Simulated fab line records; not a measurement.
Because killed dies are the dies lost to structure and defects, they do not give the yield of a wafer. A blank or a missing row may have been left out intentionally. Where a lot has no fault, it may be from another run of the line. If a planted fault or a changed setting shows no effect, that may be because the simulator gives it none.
Which tool is to blame? ; flow nand_harc ; 24 lots with 72 wafers sampled at 6 steps, on a route of 1302 steps

== WHAT THE GAUGES READ, wafer by wafer ==
No reading from a measuring or inspecting step in the record can be judged against a usual standard deviation.

== TOOL THAT RAN EACH LOT (tool first, then ch and the chambers of the sampled wafers, then the start) ==
lot;NHARC_A_STAIRCASE_ETCH_197;NHARC_A_STAIRCASE_ETCH_199;NHARC_A_STAIRCASE_ETCH_203;NHARC_A_STAIRCASE_ETCH_223;NHARC_A_STAIRCASE_ETCH_227;NHARC_A_STAIRCASE_ETCH_234
L074;rie_diel-07 ch 1,2, no start;rie_diel-07 ch 1,2, no start;rie_diel-07 ch 0,1,2, no start;rie_diel-06 ch 1,3, no start;rie_diel-06 ch 0,3, no start;rie_diel-06 ch 2,3, no start
L075;rie_diel-07 ch 0,3, no start;rie_diel-07 ch 0,1,3, no start;rie_diel-07 ch 0,1,2, no start;rie_diel-06 ch 0,1,3, no start;rie_diel-06 ch 1,2,3, no start;rie_diel-07 ch 0,1, no start
L076;rie_diel-06 ch 0,1,2, no start;rie_diel-06 ch 0,2,3, no start;rie_diel-06 ch 0,1,3, no start;rie_diel-07 ch 0,1,2, no start;rie_diel-07 ch 0,1,2, no start;rie_diel-07 ch 0,1,2, no start
L077;rie_diel-07 ch 0,2,3, no start;rie_diel-07 ch 0,2,3, no start;rie_diel-07 ch 0,2,3, no start;rie_diel-04 ch 0,1,2, no start;rie_diel-04 ch 0,1, no start;rie_diel-06 ch 1,2,3, no start
L078;rie_diel-07 ch 0,3, no start;rie_diel-07 ch 2,3, no start;rie_diel-07 ch 0,1,2, no start;rie_diel-07 ch 0,2, no start;rie_diel-07 ch 1,2, no start;rie_diel-07 ch 2,3, no start
L079;rie_diel-04 ch 1,2, no start;rie_diel-04 ch 0,2, no start;rie_diel-04 ch 0,1,2, no start;rie_diel-07 ch 0,1,2, no start;rie_diel-07 ch 0,1,3, no start;rie_diel-06 ch 0,2, no start
L080;rie_diel-06 ch 1,2,3, no start;rie_diel-06 ch 0,2,3, no start;rie_diel-06 ch 0,1,2, no start;rie_diel-07 ch 1,2,3, no start;rie_diel-07 ch 0,2,3, no start;rie_diel-07 ch 1,2,3, no start
L081;rie_diel-06 ch 0,3, no start;rie_diel-06 ch 0,1,3, no start;rie_diel-06 ch 1,2,3, no start;rie_diel-06 ch 0,1,2, no start;rie_diel-06 ch 0,1,3, no start;rie_diel-06 ch 0,1, no start
L082;rie_diel-06 ch 0,2, no start;rie_diel-06 ch 1,2,3, no start;rie_diel-06 ch 1,2,3, no start;rie_diel-04 ch 2,3, no start;rie_diel-04 ch 1,2, no start;rie_diel-07 ch 2, no start
L084;rie_diel-04 ch 1,2,3, no start;rie_diel-04 ch 0,2,3, no start;rie_diel-04 ch 0,2,3, no start;rie_diel-04 ch 0,1,3, no start;rie_diel-04 ch 0,2, no start;rie_diel-06 ch 0,2, no start
L085;rie_diel-07 ch 1,3, no start;rie_diel-07 ch 1,3, no start;rie_diel-07 ch 2,3, no start;rie_diel-07 ch 0,2,3, no start;rie_diel-07 ch 2,3, no start;rie_diel-04 ch 0,1, no start
L083;rie_diel-06 ch 0,1,3, no start;rie_diel-06 ch 0,2,3, no start;rie_diel-06 ch 0,2,3, no start;rie_diel-07 ch 0,2,3, no start;rie_diel-07 ch 0,1,2, no start;rie_diel-06 ch 0,2,3, no start
L086;rie_diel-06 ch 0,1,2, no start;rie_diel-06 ch 0,1, no start;rie_diel-06 ch 1,3, no start;rie_diel-04 ch 1,2,3, no start;rie_diel-04 ch 0,2,3, no start;rie_diel-04 ch 0,2, no start
L087;rie_diel-07 ch 0,2,3, no start;rie_diel-07 ch 1,2,3, no start;rie_diel-07 ch 0,1,3, no start;rie_diel-06 ch 0,2,3, no start;rie_diel-06 ch 0,2,3, no start;rie_diel-04 ch 0,1,2, no start
L089;rie_diel-04 ch 0,1, no start;rie_diel-04 ch 0,1, no start;rie_diel-04 ch 0,1,3, no start;rie_diel-04 ch 1,3, no start;rie_diel-04 ch 0,1,3, no start;rie_diel-06 ch 0,3, no start
L088;rie_diel-07 ch 1,2,3, no start;rie_diel-07 ch 0,3, no start;rie_diel-07 ch 0,2,3, no start;rie_diel-07 ch 0,1,2, no start;rie_diel-07 ch 0,1,2, no start;rie_diel-07 ch 1,2,3, no start
L090;rie_diel-04 ch 1,2,3, no start;rie_diel-04 ch 1,2, no start;rie_diel-04 ch 0,1,3, no start;rie_diel-07 ch 1,3, no start;rie_diel-07 ch 0,1, no start;rie_diel-07 ch 0,2, no start
L091;rie_diel-06 ch 0,1,3, no start;rie_diel-06 ch 1,2, no start;rie_diel-06 ch 0,2,3, no start;rie_diel-07 ch 0,1,2, no start;rie_diel-07 ch 0,2, no start;rie_diel-06 ch 0,1,2, no start
L092;rie_diel-06 ch 1,2,3, no start;rie_diel-06 ch 0,1,2, no start;rie_diel-06 ch 0,1,3, no start;rie_diel-07 ch 1,2,3, no start;rie_diel-07 ch 1,2,3, no start;rie_diel-07 ch 1,2,3, no start
L093;rie_diel-06 ch 1,2, no start;rie_diel-06 ch 0,1,3, no start;rie_diel-06 ch 1,2, no start;rie_diel-06 ch 0,1, no start;rie_diel-06 ch 0,1,2, no start;rie_diel-07 ch 0,2, no start
L094;rie_diel-06 ch 0,1,2, no start;rie_diel-06 ch 0,1,2, no start;rie_diel-06 ch 0,3, no start;rie_diel-04 ch 0,3, no start;rie_diel-04 ch 2,3, no start;rie_diel-06 ch 1,2, no start
L095;rie_diel-04 ch 1,3, no start;rie_diel-04 ch 2,3, no start;rie_diel-04 ch 2,3, no start;rie_diel-06 ch 0,1,2, no start;rie_diel-06 ch 1,3, no start;rie_diel-04 ch 0,1, no start
L096;rie_diel-06 ch 0,1,3, no start;rie_diel-06 ch 0,1,3, no start;rie_diel-06 ch 1,2,3, no start;rie_diel-07 ch 0,1,2, no start;rie_diel-07 ch 2,3, no start;rie_diel-04 ch 0,1,3, no start
L097;rie_diel-07 ch 0,2,3, no start;rie_diel-07 ch 0,1,3, no start;rie_diel-07 ch 2,3, no start;rie_diel-07 ch 1,2,3, no start;rie_diel-07 ch 0,2, no start;rie_diel-06 ch 0,1,3, no start
- NHARC_A_STAIRCASE_ETCH_197: etches the open film in C4F8/O2, target depth 100 nm, time 40.5 s.
- NHARC_A_STAIRCASE_ETCH_199: etches the open film in C4F8/O2, target depth 100 nm, time 40.5 s.
- NHARC_A_STAIRCASE_ETCH_203: etches the open film in C4F8/O2, target depth 100 nm, time 40.5 s.
- NHARC_A_STAIRCASE_ETCH_223: etches the open film in C4F8/O2, target depth 100 nm, time 40.5 s.
- NHARC_A_STAIRCASE_ETCH_227: etches the open film in C4F8/O2, target depth 100 nm, time 40.5 s.
- NHARC_A_STAIRCASE_ETCH_234: etches the open film in C4F8/O2, target depth 100 nm, time 40.5 s.

== AS READ BY THE TOOLS THEMSELVES (means over the sampled wafers that have a number; for cases with no such wafer, the mark the record gives instead) ==
NHARC_A_STAIRCASE_ETCH_197.
lot;tool;oes_product_au (a.u.);rf_vpp_V (V)
L074;rie_diel-07;0.932;891
L075;rie_diel-07;0.970;890
L076;rie_diel-06;0.951;898
L077;rie_diel-07;0.974;888
L078;rie_diel-07;0.940;888
L079;rie_diel-04;0.950;890
L080;rie_diel-06;0.956;899
L081;rie_diel-06;0.955;890
L082;rie_diel-06;0.932;893
L084;rie_diel-04;0.925;892
L085;rie_diel-07;0.970;893
L083;rie_diel-06;0.974;895
L086;rie_diel-06;0.970;898
L087;rie_diel-07;0.966;894
L089;rie_diel-04;0.959;889
L088;rie_diel-07;0.975;897
L090;rie_diel-04;0.937;890
L091;rie_diel-06;0.938;896
L092;rie_diel-06;0.952;897
L093;rie_diel-06;0.954;902
L094;rie_diel-06;0.962;897
L095;rie_diel-04;0.947;891
L096;rie_diel-06;0.949;896
L097;rie_diel-07;0.944;893

NHARC_A_STAIRCASE_ETCH_199.
lot;tool;oes_product_au (a.u.);rf_vpp_V (V)
L074;rie_diel-07;0.933;895
L075;rie_diel-07;0.958;893
L076;rie_diel-06;0.945;894
L077;rie_diel-07;0.961;888
L078;rie_diel-07;0.937;889
L079;rie_diel-04;0.941;889
L080;rie_diel-06;0.949;893
L081;rie_diel-06;0.949;896
L082;rie_diel-06;0.941;898
L084;rie_diel-04;0.934;891
L085;rie_diel-07;0.949;896
L083;rie_diel-06;0.965;893
L086;rie_diel-06;0.953;899
L087;rie_diel-07;0.957;898
L089;rie_diel-04;0.955;890
L088;rie_diel-07;0.962;888
L090;rie_diel-04;0.942;890
L091;rie_diel-06;0.943;903
L092;rie_diel-06;0.932;897
L093;rie_diel-06;0.949;895
L094;rie_diel-06;0.958;897
L095;rie_diel-04;0.945;891
L096;rie_diel-06;0.952;895
L097;rie_diel-07;0.946;891

NHARC_A_STAIRCASE_ETCH_203.
lot;tool;oes_product_au (a.u.);rf_vpp_V (V)
L074;rie_diel-07;0.932;891
L075;rie_diel-07;0.931;891
L076;rie_diel-06;0.955;896
L077;rie_diel-07;0.948;888
L078;rie_diel-07;0.930;891
L079;rie_diel-04;0.949;889
L080;rie_diel-06;0.946;898
L081;rie_diel-06;0.950;900
L082;rie_diel-06;0.951;898
L084;rie_diel-04;0.955;890
L085;rie_diel-07;0.950;888
L083;rie_diel-06;0.952;892
L086;rie_diel-06;0.957;896
L087;rie_diel-07;0.948;892
L089;rie_diel-04;0.944;891
L088;rie_diel-07;0.944;893
L090;rie_diel-04;0.946;890
L091;rie_diel-06;0.938;893
L092;rie_diel-06;0.933;895
L093;rie_diel-06;0.947;902
L094;rie_diel-06;0.944;890
L095;rie_diel-04;0.951;891
L096;rie_diel-06;0.949;898
L097;rie_diel-07;0.948;900

NHARC_A_STAIRCASE_ETCH_223.
lot;tool;oes_product_au (a.u.);rf_vpp_V (V)
L074;rie_diel-06;0.958;902
L075;rie_diel-06;0.942;896
L076;rie_diel-07;0.935;892
L077;rie_diel-04;0.945;891
L078;rie_diel-07;0.942;887
L079;rie_diel-07;0.943;891
L080;rie_diel-07;0.937;892
L081;rie_diel-06;0.947;898
L082;rie_diel-04;0.943;892
L084;rie_diel-04;0.941;890
L085;rie_diel-07;0.942;888
L083;rie_diel-07;0.942;887
L086;rie_diel-04;0.938;891
L087;rie_diel-06;0.963;893
L089;rie_diel-04;0.937;893
L088;rie_diel-07;0.937;897
L090;rie_diel-07;0.953;895
L091;rie_diel-07;0.955;897
L092;rie_diel-07;0.945;898
L093;rie_diel-06;0.945;899
L094;rie_diel-04;0.941;902
L095;rie_diel-06;0.952;897
L096;rie_diel-07;0.930;897
L097;rie_diel-07;0.939;898

NHARC_A_STAIRCASE_ETCH_227.
lot;tool;oes_product_au (a.u.);rf_vpp_V (V)
L074;rie_diel-06;0.954;892
L075;rie_diel-06;0.942;900
L076;rie_diel-07;0.938;892
L077;rie_diel-04;0.941;889
L078;rie_diel-07;0.949;892
L079;rie_diel-07;0.935;892
L080;rie_diel-07;0.942;889
L081;rie_diel-06;0.948;896
L082;rie_diel-04;0.939;889
L084;rie_diel-04;0.935;889
L085;rie_diel-07;0.949;888
L083;rie_diel-07;0.948;890
L086;rie_diel-04;0.947;892
L087;rie_diel-06;0.952;894
L089;rie_diel-04;0.942;890
L088;rie_diel-07;0.940;897
L090;rie_diel-07;0.946;891
L091;rie_diel-07;0.945;899
L092;rie_diel-07;0.952;897
L093;rie_diel-06;0.945;897
L094;rie_diel-04;0.950;892
L095;rie_diel-06;0.949;896
L096;rie_diel-07;0.946;895
L097;rie_diel-07;0.943;899

NHARC_A_STAIRCASE_ETCH_234.
lot;tool;oes_product_au (a.u.);rf_vpp_V (V)
L074;rie_diel-06;0.936;895
L075;rie_diel-07;0.937;895
L076;rie_diel-07;0.933;891
L077;rie_diel-06;0.956;899
L078;rie_diel-07;0.942;887
L079;rie_diel-06;0.946;896
L080;rie_diel-07;0.948;891
L081;rie_diel-06;0.949;895
L082;rie_diel-07;0.926;887
L084;rie_diel-06;0.946;895
L085;rie_diel-04;0.947;888
L083;rie_diel-06;0.942;893
L086;rie_diel-04;0.947;887
L087;rie_diel-04;0.944;890
L089;rie_diel-06;0.952;891
L088;rie_diel-07;0.931;898
L090;rie_diel-07;0.945;900
L091;rie_diel-06;0.953;897
L092;rie_diel-07;0.950;898
L093;rie_diel-07;0.941;899
L094;rie_diel-06;0.949;901
L095;rie_diel-04;0.930;900
L096;rie_diel-04;0.942;896
L097;rie_diel-06;0.949;895

== THE ANSWER, worked out from the rows above alone ==
Rule: usual is defined by the lots themselves. Put in order of their means at a reading, lots are off if they are a third of the lots or fewer, leave a main group of 4 or more, and stand apart from it by a gap of 3 or more times the standard deviation of the main group's means; of several such gaps the widest counts. A main group is skipped when, at the precision printed for the reading in the tables above, its means are all equal. A lot without any number at a reading at which 4 lots or more have one is off too. The other lots that the step has rows for count as sound. The gauges are gone through in route order, then the tools' own readings, and for those a lot's mean is taken as printed above. At the first step where some lot is off, the reading lying furthest off is the one used; lots without a number count as furthest.
No lot is off at any reading shown: from this, nothing can be told.

== WHAT THE SIMULATOR HAD PUT IN ==
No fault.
